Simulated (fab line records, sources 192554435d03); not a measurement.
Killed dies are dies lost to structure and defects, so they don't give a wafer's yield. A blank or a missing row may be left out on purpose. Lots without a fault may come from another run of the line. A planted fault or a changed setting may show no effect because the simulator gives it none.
fab line records | flow n5_finfet
record lots=9 wafers=27 last_day=16
route steps=1938 shown GATE_CUT@490 BEOL_M4@1111 PASSIVATION@1936
lots that met no fault: from a run of the same line without faults
start_h: hours from the record's first day to the start of the lot's first wafer shown | wait_h: hours since the lot's step before | " the same as in the row above | L1.1+2: a row that stands for several wafers | - no value, or no start given | * or withheld: withheld | < > ~ a bound
route shown NAME@n: a module of which the file shows steps, and the number in the route of the first | usual: mean/standard deviation of fault-free wafers | same: alike in all rows | chamber/n: place in a boat | sites: the reading at each site | _std_site: their standard deviation | _edge_site: outer sites' mean less inner sites' | radius_mm: how far each site lies from the wafer's centre | mask NAME#n: copy n | behind: the tool/chamber that last shaped the wafer | hold: why the lot was held/for how many hours/how that ended | device: the transistor (n, p or np) that didn't switch | end of line: the same wafers' tests at the end of the route | a step without rows: its recipe alone | killed: dies lost to structure and defects at the first sort, not the wafer's yield | map: a wafer's dies, x killed, . not, _ none there
set.NAME: the setting as run; set.NAME@STEP: as run at that earlier step | model.NAME: the simulator's own value behind a step, which no gauge read
steps of the route over a sample of lots; a table a step, a row a wafer
services: from which hour (start_h, from the record's first day; less than 0 if before it) a tool's chamber was out of use, for how many hours, and why
## steps
# step N5_GATE_CUT_DESCUM_18
# recipe chemistry=O2 time_s=7 source_power_w=50 bias_power_w=20 pressure_mtorr=20 rf_frequency_hz=2.712e+07 temp_c=40 resist=CAR-EUV o2_flow_sccm=225
# usual drypump_motor_current_A=5.84/0.24 oes_product_au=0.77/0.073 rf_vpp_V=242.8/1.6 showerhead_plenum_p_Torr=2.08/0.083 throttle_valve_pct=20.54/0.19
# columns lot.wafer tool chamber start_h wait_h drypump_motor_current_A oes_product_au rf_hours_counter_h rf_vpp_V showerhead_plenum_p_Torr throttle_valve_pct
L334.1 rie_diel-03 1 95.84 0.0 5.57 0.78 144 239.9 2.02 20.49
L334.2 " 2 " " 5.70 0.79 124 245.1 2.20 20.57
L334.4 " 0 " " 6.26 0.75 152 244.1 2.10 20.71
L336.2 rie_diel-04 2 101.59 0.0 5.61 0.70 230 241.1 1.97 20.40
L336.3 " 0 " " 5.51 0.74 164 240.6 1.99 20.43
L336.4 " 3 " " 6.20 0.77 152 243.2 2.09 20.67
L342.2 rie_diel-04 2 139.79 0.0 5.61 0.70 242 240.1 1.97 20.44
L342.4 " 0 " " 5.55 0.73 176 242.5 1.99 20.45
L342.6 " 3 " " 6.19 0.75 - 243.4 2.08 20.68
L343.1 rie_diel-04 0 150.00 0.0 5.54 0.73 178 242.2 1.99 20.45
L343.2 " 1 " " 5.99 0.86 69 242.6 2.04 20.17
L343.3 " 3 " " 6.21 0.76 166 244.1 2.08 20.70
L347.3 rie_diel-04 3 167.44 0.0 6.20 0.75 171 244.1 2.08 20.71
L347.4 " 1 " " 6.00 0.86 - 240.9 2.04 20.14
L347.6 " 0 " " 5.55 0.73 - 242.5 1.99 20.46
L348.1 rie_diel-04 3 174.51 0.0 6.19 0.75 174 242.6 2.08 20.70
L348.3 " 1 " " 6.03 0.85 77 243.8 2.03 20.16
L348.4 " 1 " " 6.01 0.85 - 241.2 2.03 20.15
L349.2 rie_diel-04 3 178.41 0.0 6.19 0.74 176 242.0 2.08 20.71
L349.5 " 3 " " 6.19 0.76 - 242.2 2.08 20.70
L349.6 " 0 " " 5.49 0.73 - 241.3 1.98 20.46
L350.1 rie_diel-05 0 189.21 0.3 5.79 0.68 229 242.1 2.07 20.86
L350.4 " 2 " " 5.82 0.87 58 245.5 2.23 20.62
L350.5 " 2 " " 5.82 0.87 - 245.6 2.23 20.62
L354.1 rie_diel-04 0 209.79 0.1 5.57 0.72 196 241.7 1.98 20.47
L354.2 " 1 " " 5.99 0.84 88 243.0 2.03 20.18
L354.3 " 2 " " 5.61 0.91 7 243.2 2.22 20.09
# step N5_GATE_CUT_CUT_ETCH_53
# recipe chemistry=SF6/Cl2 target=W mask_material=SiO2 target_depth_a=792 pressure_mtorr=8 icp_w=900 bias_w=80 SF6_flow_sccm=40 Cl2_flow_sccm=60 ends=cleared
# usual drypump_motor_current_A=5.5/0.54 etch_rf_on_time_s=26.2/0.56 oes_product_au=0.71/0.11 rf_fwd_power_W=879/3.1 throttle_valve_pct=28.9/0.44
# columns lot.wafer tool chamber start_h wait_h drypump_motor_current_A etch_rf_on_time_s oes_product_au rf_fwd_power_W rf_hours_counter_h throttle_valve_pct
L334.1 rie_metal-02 1 96.24 0.1 5.6 25.7 0.59 877 104 29.0
L334.2 " 0 " " 5.4 26.4 0.60 879 92 29.5
L334.4 " 1 " " 5.6 25.7 0.59 877 - 29.0
L336.2 rie_metal-02 1 101.99 0.1 5.6 26.4 0.57 879 104 29.0
L336.3 " 1 " " 5.6 26.4 0.58 880 - 29.0
L336.4 " 0 " " 5.4 26.9 0.59 879 - 29.5
L342.2 rie_metal-02 1 140.19 0.1 5.5 33.4 0.50 666 108 28.9
L342.4 " 1 " " 5.6 33.2 0.50 661 - 28.9
L342.6 " 0 " " 5.3 34.1 0.52 657 - 29.5
L343.1 rie_metal-02 0 150.40 0.1 5.4 34.3 0.51 662 97 29.4
L343.2 " 1 " " 5.6 33.7 0.49 659 109 28.9
L343.3 " 1 " " 5.6 33.7 0.50 658 - 28.9
L347.3 rie_metal-01 0 167.86 0.1 5.9 26.7 0.73 877 - 29.2
L347.4 " 1 " " 5.1 25.4 0.81 877 - 29.1
L347.6 " 0 " " 5.9 26.9 0.73 882 - 29.2
L348.1 rie_metal-01 1 174.90 0.1 5.1 25.3 0.81 879 12 29.1
L348.3 " 1 " " 5.1 25.3 0.82 877 - 29.1
L348.4 " 0 " " 5.9 26.8 0.72 879 - 29.1
L349.2 rie_metal-03 0 178.80 0.1 6.4 26.4 0.78 881 12 28.2
L349.5 " 0 " " 6.4 26.0 0.78 884 - 28.2
L349.6 " 1 " " 4.8 25.7 0.79 878 - 28.9
L350.1 rie_metal-01 0 189.61 0.1 5.9 26.9 0.72 879 25 29.2
L350.4 " 1 " " 5.1 25.4 0.80 875 - 29.1
L350.5 " 1 " " 5.1 25.5 0.80 876 - 29.1
L354.1 rie_metal-03 0 210.19 0.1 6.4 26.0 0.78 883 13 28.2
L354.2 " 1 " " 4.9 25.5 0.78 876 19 28.8
L354.3 " 1 " " 4.9 25.6 0.78 874 - 28.9
# step N5_GATE_CUT_CUT_ETCH_54
# recipe chemistry=Cl2/BCl3 target=TiN mask_material=SiO2 target_depth_a=967 pressure_mtorr=10 icp_w=1000 bias_w=126 Cl2_flow_sccm=53.25 bcl3_flow_sccm=21.75 Ar_flow_sccm=25 ends=cleared
# usual drypump_motor_current_A=5.5/0.54 etch_rf_on_time_s=36.6/0.76 oes_product_au=0.71/0.1 rf_fwd_power_W=978/5 throttle_valve_pct=22.2/0.31
# columns lot.wafer tool chamber start_h wait_h drypump_motor_current_A etch_rf_on_time_s oes_product_au rf_fwd_power_W rf_hours_counter_h throttle_valve_pct
L334.1 rie_metal-02 1 96.30 0.0 5.6 36.7 0.58 973 104 22.4
L334.2 " 0 " " 5.4 37.6 0.60 980 92 22.6
L334.4 " 1 " " 5.6 36.7 0.58 973 - 22.3
L336.2 rie_metal-02 1 102.05 0.0 5.6 36.6 0.58 976 104 22.3
L336.3 " 1 " " 5.6 36.8 0.57 977 - 22.4
L336.4 " 0 " " 5.4 37.4 0.60 973 - 22.6
L342.2 rie_metal-02 1 140.25 0.0 5.6 37.2 0.57 976 108 22.4
L342.4 " 1 " " 5.6 36.8 0.57 974 - 22.4
L342.6 " 0 " " 5.4 37.5 0.59 980 - 22.6
L343.1 rie_metal-02 0 150.46 0.0 5.4 37.4 0.59 976 97 22.7
L343.2 " 1 " " 5.6 36.6 0.57 970 109 22.4
L343.3 " 1 " " 5.6 36.6 0.57 968 - 22.4
L347.3 rie_metal-01 0 167.92 0.0 5.9 37.2 0.73 978 - 22.4
L347.4 " 1 " " 5.1 35.7 0.81 975 - 22.3
L347.6 " 0 " " 5.9 37.4 0.73 977 - 22.5
L348.1 rie_metal-01 1 174.96 0.0 5.1 35.3 0.81 978 12 22.3
L348.3 " 1 " " 5.1 35.6 0.80 981 - 22.3
L348.4 " 0 " " 5.9 37.2 0.73 974 - 22.5
L349.2 rie_metal-03 0 178.86 0.0 6.4 36.5 0.78 984 12 21.7
L349.5 " 0 " " 6.3 36.4 0.78 990 - 21.7
L349.6 " 1 " " 4.8 35.2 0.80 973 - 22.1
L350.1 rie_metal-01 0 189.67 0.0 5.9 37.6 0.71 982 25 22.5
L350.4 " 1 " " 5.1 35.5 0.80 979 - 22.3
L350.5 " 1 " " 5.1 35.5 0.81 980 - 22.3
L354.1 rie_metal-03 0 210.25 0.0 6.4 36.8 0.77 988 13 21.7
L354.2 " 1 " " 4.8 36.3 0.78 980 19 22.1
L354.3 " 1 " " 4.8 35.9 0.77 977 - 22.1
# step N5_GATE_CUT_ETCH_47
# recipe chemistry=Cl2/BCl3 target=SiO2 target_depth_a=100 pressure_mtorr=10 icp_w=1000 bias_w=126 Cl2_flow_sccm=53.25 bcl3_flow_sccm=21.75 Ar_flow_sccm=25
# usual drypump_motor_current_A=5.5/0.54 oes_product_au=0.79/0.11 rf_fwd_power_W=978/5.3 throttle_valve_pct=22.8/0.3
# columns lot.wafer tool chamber start_h wait_h drypump_motor_current_A oes_product_au rf_fwd_power_W rf_hours_counter_h throttle_valve_pct
L334.1 rie_metal-02 1 96.39 0.0 5.6 0.64 974 104 22.9
L334.2 " 0 " " 5.4 0.67 978 92 23.2
L334.4 " 1 " " 5.6 0.65 977 - 22.9
L336.2 rie_metal-02 1 102.14 0.0 5.6 0.64 970 104 22.9
L336.3 " 1 " " 5.6 0.63 972 - 22.9
L336.4 " 0 " " 5.4 0.66 974 - 23.2
L342.2 rie_metal-02 1 140.34 0.0 5.6 0.64 973 108 22.9
L342.4 " 1 " " 5.6 0.63 975 - 22.9
L342.6 " 0 " " 5.3 0.65 972 - 23.2
L343.1 rie_metal-02 0 150.55 0.0 5.3 0.65 973 97 23.2
L343.2 " 1 " " 5.6 0.63 976 109 22.9
L343.3 " 1 " " 5.6 0.63 978 - 22.9
L347.3 rie_metal-01 0 168.00 0.0 5.9 0.80 975 - 23.0
L347.4 " 1 " " 5.1 0.89 984 - 22.8
L347.6 " 0 " " 5.9 0.81 981 - 23.0
L348.1 rie_metal-01 1 175.05 0.0 5.1 0.88 980 12 22.8
L348.3 " 1 " " 5.1 0.88 978 - 22.8
L348.4 " 0 " " 5.9 0.80 975 - 23.0
L349.2 rie_metal-03 0 178.95 0.0 6.4 0.86 990 12 22.3
L349.5 " 0 " " 6.4 0.87 986 - 22.3
L349.6 " 1 " " 4.8 0.88 978 - 22.6
L350.1 rie_metal-01 0 189.76 0.0 5.9 0.80 983 25 23.0
L350.4 " 1 " " 5.1 0.88 982 - 22.8
L350.5 " 1 " " 5.1 0.87 981 - 22.8
L354.1 rie_metal-03 0 210.34 0.0 6.4 0.86 984 13 22.3
L354.2 " 1 " " 4.8 0.86 977 19 22.6
L354.3 " 1 " " 4.8 0.85 980 - 22.6
# step N5_BEOL_M4_RC_MEAS_101
# usual DIBL_N=36.8/1.5 DIBL_P=37.1/2.1 IOFF_N=0.168/0.03 IOFF_P=0.22/0.034 ION_N=679/12 ION_P=466/8 SS_N=71.7/0.58 SS_P=73.5/0.67 VT_N=248.8/2.7 VT_P=-250/3.3
# columns lot.wafer tool chamber start_h wait_h DIBL_N[mV/V] DIBL_P[mV/V] IOFF_N[nA/um] IOFF_P[nA/um] ION_N[uA/um] ION_P[uA/um] SS_N[mV/dec] SS_P[mV/dec] VT_N[mV] VT_P[mV]
L334.1 prober-01 0 170.64 0.0 37.6 39.4 0.203 0.29 694 475 71.2 74.3 245.8 -247
L334.2 " 0 " " 37.3 37.8 0.181 0.25 679 466 71.3 73.5 249.1 -248
L334.4 " 0 " " 38.0 39.2 0.197 0.28 679 470 71.7 74.9 247.4 -246
L336.2 prober-02 0 181.93 0.2 36.8 36.8 0.162 0.26 690 482 71.3 73.5 248.8 -246
L336.3 " 0 " " 37.9 38.8 0.184 0.29 689 479 71.8 74.2 249.6 -242
L336.4 " 0 " " 37.9 37.6 0.190 0.26 704 486 71.9 73.5 246.3 -246
L342.2 prober-01 0 209.36 0.2 38.6 40.4 0.222 0.23 688 457 71.9 74.1 245.8 -253
L342.4 " 0 " " 35.1 36.2 0.148 0.16 680 458 70.8 72.7 249.5 -257
L342.6 " 0 " " 37.7 38.2 0.178 0.20 673 457 72.5 73.5 249.2 -254
L343.1 prober-02 0 216.12 0.0 40.3 41.8 0.264 0.28 698 468 72.5 74.9 243.8 -250
L343.2 " 0 " " 36.5 36.5 0.150 0.18 660 452 70.7 74.0 251.1 -253
L343.3 " 0 " " 38.9 41.4 0.217 0.27 677 467 72.4 74.1 244.8 -249
L347.3 prober-02 0 246.82 0.3 41.2 40.8 0.240 0.32 677 468 72.2 76.2 245.5 -248
L347.4 " 0 " " 36.5 34.4 0.138 0.21 662 464 71.1 73.5 253.0 -251
L347.6 " 0 " " 35.5 32.9 0.124 0.18 657 455 71.1 72.4 253.3 -249
L348.1 prober-02 0 248.52 0.0 36.5 37.7 0.184 0.21 686 463 71.9 73.9 245.8 -253
L348.3 " 0 " " 35.7 37.1 0.152 0.19 682 471 71.7 72.8 249.9 -254
L348.4 " 0 " " 38.2 39.7 0.230 0.24 697 476 73.2 74.2 242.6 -250
L349.2 prober-01 0 262.98 0.2 37.2 37.4 0.178 0.23 690 467 71.8 72.4 245.2 -249
L349.5 " 0 " " 38.1 38.0 0.182 0.25 689 470 71.6 73.9 247.6 -247
L349.6 " 0 " " 35.6 35.5 0.146 0.20 683 468 70.7 72.7 251.3 -249
L350.1 prober-01 0 269.38 0.0 35.7 36.8 0.139 0.22 681 472 71.1 73.4 252.4 -251
L350.4 " 0 " " 33.8 33.9 0.118 0.17 674 468 70.9 72.4 253.6 -252
L350.5 " 0 " " 37.9 39.5 0.169 0.27 676 471 71.7 73.9 244.6 -246
L354.1 prober-02 0 288.14 0.0 39.5 39.8 0.233 0.28 712 478 71.8 74.5 244.4 -247
L354.2 " 0 " " 36.3 36.0 0.149 0.21 687 472 71.4 73.2 250.9 -249
L354.3 " 0 " " 37.7 37.7 0.182 0.23 695 476 72.2 73.2 248.9 -250
# step N5_PASSIVATION_PROBE_49
# usual defect_limited_yield=91.0/1.5 killed_at_M0_to_M3=34/11 killed_at_M4_up=14/5.3 killed_at_contacts=13/7 killed_at_front_end=41/13 killed_at_other=4/3.1 killed_dies=106/17 killed_open=70/12 killed_short=35/8 sort_bin_5_function=5.2/0.98 sort_bin_6_memory=3.4/0.69 sort_n_pass=1074/17 sort_yield_pct=91.0/1.5
# same gross_dies=1180 killed_at_back_side=0 sort_bin_4_leakage[%]=0 sort_bin_8_speed[%]=0
# columns lot.wafer tool chamber start_h wait_h defect_limited_yield[%] killed_at_M0_to_M3 killed_at_M4_up killed_at_contacts killed_at_front_end killed_at_other killed_dies killed_open killed_short sort_bin_5_function[%] sort_bin_6_memory[%] sort_n_pass sort_yield_pct[%]
L342.2 prober-01 - 302.56 0.1 91.0 36 23 17 27 3 106 77 29 5.5 3.4 1074 91.0
# killed by level:class
L342.2 MOL_CONTACT_COAG:geometric_particle:open=15 BEOL_M3:geometric_particle:open=10 BEOL_M1:geometric_particle:open=8 GATE_CUT:geometric_particle:short=7 BEOL_M0_SAQP:geometric_particle:open=7 FIN_SAQP:geometric_particle:open=6 BEOL_M4:geometric_particle:open=6 STARTING-WAFER:geometric_particle:short=5
## services
# columns tool chamber start_h hours kind
rie_metal-03 - 74.93 1.3 repair
rie_metal-03 - 96.91 2.8 pm
rie_diel-05 - 97.29 2.8 pm
rie_metal-03 - 123.91 0.3 repair
rie_diel-05 2 156.09 5.9 repair
rie_diel-03 - 158.81 0.4 repair
rie_diel-04 2 166.33 - clean
rie_diel-04 2 166.33 - consumable_replace:esc
rie_diel-04 2 166.33 - consumable_replace:focus_ring
rie_diel-04 2 166.33 - consumable_replace:showerhead
rie_diel-04 2 166.33 17.8 scheduled_down
rie_diel-04 2 166.33 17.8 vent_cycle
rie_metal-02 - 166.55 2.8 pm
rie_diel-03 3 173.66 - clean
rie_diel-03 3 173.66 - consumable_replace:focus_ring
rie_diel-03 3 173.66 - consumable_replace:showerhead
rie_diel-03 3 173.66 21.4 scheduled_down
rie_diel-03 3 173.66 21.4 vent_cycle
rie_metal-01 1 176.03 10.8 repair
rie_metal-03 0 196.89 10.6 repair
## key
first_sign step=N5_GATE_CUT_CUT_ETCH_53 reading=rf_fwd_power_W direction=down sigmas=70 usual=* struck=*
effect step=N5_GATE_CUT_CUT_ETCH_53 reading=etch_rf_on_time_s direction=up sigmas=14 usual=* struck=*
met_at N5_GATE_CUT_CUT_ETCH_53
struck_lots L342,L343
not_acting_at N5_GATE_CUT_DESCUM_18,N5_GATE_CUT_CUT_ETCH_54,N5_GATE_CUT_ETCH_47
onset_between 101.99 140.19
fault kind=process_parameter_drift tool=rie_metal-02 chamber=- onset_h=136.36 steps=N5_GATE_CUT_CUT_ETCH_53 channel=icp_w offset=-216 shape=step end_h=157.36 acts_in=these_recipes_only stated=900
